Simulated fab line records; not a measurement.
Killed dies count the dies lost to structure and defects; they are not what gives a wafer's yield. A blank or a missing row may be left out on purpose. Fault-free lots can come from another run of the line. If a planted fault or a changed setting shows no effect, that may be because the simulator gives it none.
Which tool was responsible? | flow nandHarc | 13 lots, 39 wafers sampled, at 5 steps of a route of 1302

## WHAT THE GAUGES READ, wafer by wafer
NHARC_END_SORT_01. Usual: killedAtArray 54, standard deviation 20; killedAtOther 0.9, standard deviation 1.1; killedAtPeriphery 3.8, standard deviation 2.4; killedDies 58, standard deviation 20; killedOpen 3.5, standard deviation 1.9; killedShort 2.5, standard deviation 1.6.
lot  | measured     | on        | killedAtArray | killedAtOther | killedAtPeriphery | killedDies  | killedOpen | killedShort | flag
L617 | day 32 18:46 | prober-01 | 122 130 155   | 2 0 0         | 9 10 13           | 133 140 168 | 2 2 6      | 5 2 1       | OFF

## TOOL THAT RAN EACH LOT (tool first, then ch and the chambers of the sampled wafers, then the start)
lot  | NHARC_A_CONTACT_DEP_58          | NHARC_THIN_TSV_DEP_47           | NHARC_THIN_TSV_PRE_CLEAN_50            | NHARC_THIN_TSV_ETCH_36
L600 | pecvd-04 ch 0,1,2, day 22 13:38 | pecvd-02 ch 0,2, day 24 10:56   | pvdSputter-03, day 24 15:46 or earlier | rieMetal-01 ch 0,1, day 24 15:46
L601 | pecvd-02 ch 1,2, day 22 19:19   | pecvd-02 ch 0,1, day 24 17:04   | pvdSputter-02, day 24 21:51 or earlier | rieMetal-02 ch 0,1, day 24 21:51
L605 | pecvd-03 ch 1,2, day 23 20:44   | pecvd-02 ch 0,1,2, day 26 04:56 | pvdSputter-02, day 26 09:26 or earlier | rieMetal-02 ch 0,1, day 26 09:26
L604 | pecvd-04 ch 0,1, day 24 14:20   | pecvd-03 ch 0,1, day 26 10:20   | pvdSputter-03, day 26 16:05 or earlier | rieMetal-01 ch 0,1, day 26 16:05
L606 | pecvd-02 ch 0,1,2, day 24 17:39 | pecvd-02 ch 0,2, day 26 15:48   | pvdSputter-02, day 26 20:14 or earlier | rieMetal-01 ch 0,1, day 26 20:14
L608 | pecvd-03 ch 0,1,2, day 25 07:53 | pecvd-03 ch 0,1,2, day 27 09:16 | pvdSputter-01, day 27 13:50 or earlier | rieMetal-03 ch 0,1, day 27 13:50
L611 | pecvd-04 ch 0,1,2, day 26 22:29 | pecvd-01 ch 1,2, day 28 19:32   | pvdSputter-01, day 29 00:07 or earlier | rieMetal-02 ch 0,1, day 29 00:07
L613 | pecvd-02 ch 0,1,2, day 27 14:02 | pecvd-02 ch 1,2, day 29 12:47   | pvdSputter-01, day 29 17:22 or earlier | rieMetal-03 ch 0,1, day 29 17:22
L612 | pecvd-02 ch 0,1, day 27 14:23   | pecvd-03 ch 0,1,2, day 29 14:11 | pvdSputter-03, day 29 18:38 or earlier | rieMetal-01 ch 0,1, day 29 18:38
L614 | pecvd-03 ch 1,2, day 27 21:30   | pecvd-01 ch 0,2, day 29 18:58   | pvdSputter-02, day 29 23:25 or earlier | rieMetal-02 ch 0,1, day 29 23:25
L616 | pecvd-02 ch 1,2, day 29 16:54   | pecvd-02 ch 0,2, day 31 16:35   | pvdSputter-03, day 31 21:04 or earlier | rieMetal-01 ch 1, day 31 21:04
L617 | pecvd-04 ch 0,1,2, day 30 02:07 | pecvd-01 ch 0,1,2, day 32 04:55 | pvdSputter-02, day 32 10:02 or earlier | rieMetal-02 ch 1, day 32 10:02
L621 | pecvd-02 ch 1,2, day 30 20:01   | pecvd-01 ch 0,1, day 32 19:55   | pvdSputter-03, day 33 00:24 or earlier | rieMetal-02 ch 0,1, day 33 00:24
- NHARC_A_CONTACT_DEP_58: deposits SiON, target thk 90 nm.
- NHARC_THIN_TSV_DEP_47: deposits SiO2, target thk 200 nm.
- NHARC_THIN_TSV_PRE_CLEAN_50: time 30 s.
- NHARC_THIN_TSV_ETCH_36: etches the open film in Cl2/BCl3, target depth 65 nm, time 18.571 s.

## AS READ BY THE TOOLS THEMSELVES (means over the sampled wafers that have a number; for cases with no such wafer, the mark the record gives instead)
NHARC_A_CONTACT_DEP_58. Usual: 714 W for heaterPowerW, sd 82.
lot  | tool     | heaterPowerW (W) | flag
L600 | pecvd-04 | 729              | 
L601 | pecvd-02 | 698              | 
L605 | pecvd-03 | 598              | 
L604 | pecvd-04 | 764              | 
L606 | pecvd-02 | 699              | 
L608 | pecvd-03 | 612              | 
L611 | pecvd-04 | 719              | 
L613 | pecvd-02 | 693              | 
L612 | pecvd-02 | 690              | 
L614 | pecvd-03 | 575              | 
L616 | pecvd-02 | 685              | 
L617 | pecvd-04 | 738              | 
L621 | pecvd-02 | 703              | 

NHARC_THIN_TSV_DEP_47. Usual: 16.1 % for throttleValvePct, sd 0.59.
lot  | tool     | throttleValvePct (%) | flag
L600 | pecvd-02 | 15.8                 | 
L601 | pecvd-02 | 16.2                 | 
L605 | pecvd-02 | 15.8                 | 
L604 | pecvd-03 | 15.8                 | 
L606 | pecvd-02 | 15.7                 | 
L608 | pecvd-03 | 16.0                 | 
L611 | pecvd-01 | 16.3                 | 
L613 | pecvd-02 | 15.6                 | 
L612 | pecvd-03 | 16.2                 | 
L614 | pecvd-01 | 15.6                 | 
L616 | pecvd-02 | 15.9                 | 
L617 | pecvd-01 | 15.7                 | 
L621 | pecvd-01 | 16.0                 | 

NHARC_THIN_TSV_PRE_CLEAN_50. Usual: 397 W for heaterPowerW, sd 42.
lot  | tool          | heaterPowerW (W) | flag
L600 | pvdSputter-03 | 389              | 
L601 | pvdSputter-02 | 378              | 
L605 | pvdSputter-02 | 410              | 
L604 | pvdSputter-03 | 349              | 
L606 | pvdSputter-02 | 355              | 
L608 | pvdSputter-01 | 428              | 
L611 | pvdSputter-01 | 421              | 
L613 | pvdSputter-01 | 419              | 
L612 | pvdSputter-03 | 379              | 
L614 | pvdSputter-02 | 380              | 
L616 | pvdSputter-03 | 365              | 
L617 | pvdSputter-02 | 400              | 
L621 | pvdSputter-03 | 381              | 

NHARC_THIN_TSV_ETCH_36. Usual: drypumpMotorCurrentA 5.7 A, standard deviation 0.43; oesProductAu 1.000 a.u., standard deviation 0.0074.
lot  | tool        | drypumpMotorCurrentA (A) | oesProductAu (a.u.) | flag
L600 | rieMetal-01 | 5.2                      | 1.002               | 
L601 | rieMetal-02 | 5.8                      | 1.010               | 
L605 | rieMetal-02 | 6.0                      | 1.009               | 
L604 | rieMetal-01 | 5.4                      | 1.004               | 
L606 | rieMetal-01 | 5.3                      | 0.998               | 
L608 | rieMetal-03 | 6.0                      | 0.989               | 
L611 | rieMetal-02 | 6.0                      | 1.006               | 
L613 | rieMetal-03 | 6.1                      | 0.989               | 
L612 | rieMetal-01 | 5.2                      | 1.004               | 
L614 | rieMetal-02 | 5.8                      | 1.004               | 
L616 | rieMetal-01 | 5.0                      | 0.995               | 
L617 | rieMetal-02 | 5.6                      | 1.003               | 
L621 | rieMetal-02 | 5.8                      | 1.003               | 

## THE ANSWER, worked out from the rows above alone
Rule: take the mean of a lot's wafers that have a number; if it is more than 3 standard deviations from the usual mean, the lot is off. Also off: a lot with no number at a reading for which 4 or more lots have one. Where the step has rows for the other lots, those lots are counted as sound. Order of review: gauges by route order, followed by the tools' own readings, for which a lot's mean as printed above is used. At the first step where some lot is off, the reading lying furthest off is the one used; lots without a number count as furthest.
Off: L617, at NHARC_END_SORT_01 (killedDies). Neither off nor sound, because the step has no rows for them: L600, L601, L605, L604, L606, L608, L611, L613, L612, L614, L616, L621.
If a tool, at a process step before that reading, ran all the lots that are off and no sound lot after the first of them, it fits. The gauges at NHARC_END_SORT_01 are tried like those tools. NHARC_THIN_TSV_PRE_CLEAN_50 gives no start for some lots, so the hours and the order of its lots are those of NHARC_THIN_TSV_ETCH_36. Can't be told from this: 5 tools fit, pecvd-04 at NHARC_A_CONTACT_DEP_58, pecvd-01 at NHARC_THIN_TSV_DEP_47, pvdSputter-02 at NHARC_THIN_TSV_PRE_CLEAN_50, rieMetal-02 at NHARC_THIN_TSV_ETCH_36, prober-01 at NHARC_END_SORT_01.

## WHAT THE SIMULATOR HAD PUT IN
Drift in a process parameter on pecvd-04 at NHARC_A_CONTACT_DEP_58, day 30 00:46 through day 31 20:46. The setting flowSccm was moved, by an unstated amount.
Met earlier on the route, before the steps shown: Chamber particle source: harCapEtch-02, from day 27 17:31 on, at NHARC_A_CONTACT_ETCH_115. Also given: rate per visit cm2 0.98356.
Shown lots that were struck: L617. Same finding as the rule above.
